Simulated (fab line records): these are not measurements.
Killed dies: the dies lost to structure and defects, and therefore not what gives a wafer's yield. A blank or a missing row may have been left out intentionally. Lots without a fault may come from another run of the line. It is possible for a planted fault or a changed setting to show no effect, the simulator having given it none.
Comparing a struck lot with a sound one + flow n5-finfet + 15 out of 1938 route steps
Sound: these wafers, L217.3, L217.4, L217.5. Struck: wafer L224.2. (L224.5 of the same lot was not struck and is left out.) The cause comes at the end.
At each step with rows: each side's tool, then ch and its chambers, then its first start. Under that, the readings that differ: sound wafers + struck wafers + difference of the means + sigmas: that difference in standard deviations of wafers without a fault.
alike: readings with means less than 2 such deviations apart, plus words and numbers identical on both sides. not compared: withheld readings, readings lacking a value on some wafer, bounds such as >300 that could conceal the same value, and numbers that have no deviation in the record and whose values overlap.
A row with sigmas, a row that says differs or no value, or rows on one side alone: a step with any of these is where the two part. Non-overlapping numbers with no deviation appear without sigmas and do not part them. Lack of a reading on every wafer of one side parts them only where that side has two or more wafers.

N5_BEOL_M3_SPUTTER_90: material Cu, target thk 4.5 nm, time 8.29 s.
  sound on pvd-sputter-01 at day 8 11:38; struck on pvd-sputter-03 at day 9 23:43
  alike: susceptor-temp-C, throttle-valve-pct
N5_BEOL_M3_ANNEAL_91: time 240 s.
  sound on pvd-sputter-01 at day 8 11:43; struck on pvd-sputter-03 at day 9 23:48
  alike: heater-power-w, susceptor-temp-C
then, 1 step without rows for these wafers: N5_BEOL_M3_SPUTTER_92 (material Cu, target thk 4.5 nm, time 8.29 s).
N5_BEOL_M3_ANNEAL_93: time 240 s.
  sound on pvd-sputter-01 at day 8 11:56; struck on pvd-sputter-03 at day 10 00:01
  alike: heater-power-w, susceptor-temp-C
N5_BEOL_M3_SPUTTER_94: material Cu, target thk 4.5 nm, time 8.29 s.
  sound on pvd-sputter-01 at day 8 12:05; struck on pvd-sputter-03 at day 10 00:10
  alike: susceptor-temp-C, throttle-valve-pct
then, 3 steps without rows for these wafers: N5_BEOL_M3_ANNEAL_95 (time 240 s); N5_BEOL_M3_SPUTTER_96 (material Cu, target thk 4.5 nm, time 8.29 s); N5_BEOL_M3_ECD_50 (material Cu, target thk 300 nm).
N5_BEOL_M3_ANNEAL_51: time 90 s.
  sound on rtp-anneal-01 ch 0, day 8 12:35; struck on rtp-anneal-02 ch 0, day 10 00:37
  alike: wafer_temp_C_max
then, 1 step without rows for these wafers: N5_BEOL_M3_CMP_52 (polishes, stops on SiOC, t overpolish 6.8 s, target thk 40 nm).
N5_BEOL_M3_THK_MEAS_53: measures by xrf.
  sound on film-metro-02 at day 8 13:05; struck on film-metro-01 at day 10 01:10
| reading     | sound          | struck | difference | sigmas |
|-------------|----------------|--------|------------|--------|
| M3_THK (nm) | 42.3 41.6 42.4 | 35.4   | -6.7       | -4     |
then, 1 step without rows for these wafers: N5_BEOL_M3_PRE_CLEAN_60 (time 15 s).
N5_BEOL_M3_CO_CAP_55: material Co, precursor CCTBA/H2, target thk 2 nm, time 102.1 s.
  sound on cvd-co-01 ch 0,1, day 8 13:10; struck on cvd-co-01 ch 1, day 10 01:14
| reading                                   | sound             | struck | difference | sigmas |
|-------------------------------------------|-------------------|--------|------------|--------|
| run-length-s (s)                          | 124.5 124.7 124.9 | 155.3  | +30.6      | +68    |
| model.Co_of_BEOL_M3_CO_CAP_55.thk-nm (nm) | 1.8 1.8 1.8       | 2.6    | +0.8       |        |
  alike: heater-power-w, susceptor-temp-C
then, 1 step without rows for these wafers: N5_BEOL_M3_PRE_CLEAN_56 (time 15 s).
N5_BEOL_M4_RC_MEAS_101:
  sound on prober-02 ch 0, day 9 01:25; struck on prober-02 ch 0, day 10 18:48
  alike: DIBL_N, DIBL_P, IOFF_N, IOFF_P, ION_N, ION_P, SS_N, SS_P, VT_N, VT_P

## WHERE THEY PART
Earliest at N5_BEOL_M3_THK_MEAS_53; latest, in this record, at N5_BEOL_M3_CO_CAP_55. Later steps at which nothing parts them and some readings are alike: N5_BEOL_M4_RC_MEAS_101.

WHY: whatever the simulator had introduced
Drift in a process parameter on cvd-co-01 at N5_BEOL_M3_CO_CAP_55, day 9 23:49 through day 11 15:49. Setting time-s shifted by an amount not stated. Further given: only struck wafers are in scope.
